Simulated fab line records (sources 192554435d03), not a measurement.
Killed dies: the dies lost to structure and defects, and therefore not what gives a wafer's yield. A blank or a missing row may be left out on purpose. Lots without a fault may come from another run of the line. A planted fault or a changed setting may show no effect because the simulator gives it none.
Chamber matching || flow n5-finfet || pecvd-04 running N5_PASSIVATION_PECVD_55: 3 sister chambers
The step deposits SiO2 from SiH4/N2O, target thk 400 nm, time 22.5 s. 3 wafers are shown with their chamber, then 7 later ones without.

== WAFERS PAIRED WITH THEIR CHAMBERS ==
{"wafer": "L076.6", "chamber": 1, "throttle-valve-pct (%)": 50.3}
{"wafer": "L088.1", "chamber": 2, "throttle-valve-pct (%)": 47.2}
{"wafer": "L088.3", "chamber": 0, "throttle-valve-pct (%)": 49.2}

== WAFERS WHOSE CHAMBER IS MISSING ==
{"wafer": "L088.4", "throttle-valve-pct (%)": 47.1}
{"wafer": "L092.2", "throttle-valve-pct (%)": 47.2}
{"wafer": "L092.3", "throttle-valve-pct (%)": 50.3}
{"wafer": "L092.4", "throttle-valve-pct (%)": 49.4}
{"wafer": "L095.1", "throttle-valve-pct (%)": 50.2}
{"wafer": "L095.3", "throttle-valve-pct (%)": 49.3}
{"wafer": "L095.4", "throttle-valve-pct (%)": 49.3}

== CHAMBER TAKEN BY EACH ==
{"wafer": "L088.4", "from the rows above": 2, "in truth": 2}
{"wafer": "L092.2", "from the rows above": 2, "in truth": 2}
{"wafer": "L092.3", "from the rows above": 1, "in truth": 1}
{"wafer": "L092.4", "from the rows above": 0, "in truth": 0}
{"wafer": "L095.1", "from the rows above": 1, "in truth": 1}
{"wafer": "L095.3", "from the rows above": 0, "in truth": 0}
{"wafer": "L095.4", "from the rows above": 0, "in truth": 0}
Correctly placed: 7 of 7. Number that these rows cannot place: 0. Placed wrongly: 0.
How it was worked out, from the rows above alone: a wafer's distance from a chamber is the root of the sum, over the readings, of the square of ((its reading less the chamber's mean) divided by the reading's scatter). The wafer belongs to the nearest chamber; if the next one is less than 2 further off, it can't be placed. The mean given for a chamber averages the wafers shown for that chamber. The scatter: with one shown wafer a chamber, the root of the mean of the squares of how far each hidden wafer lies from its nearest shown one.
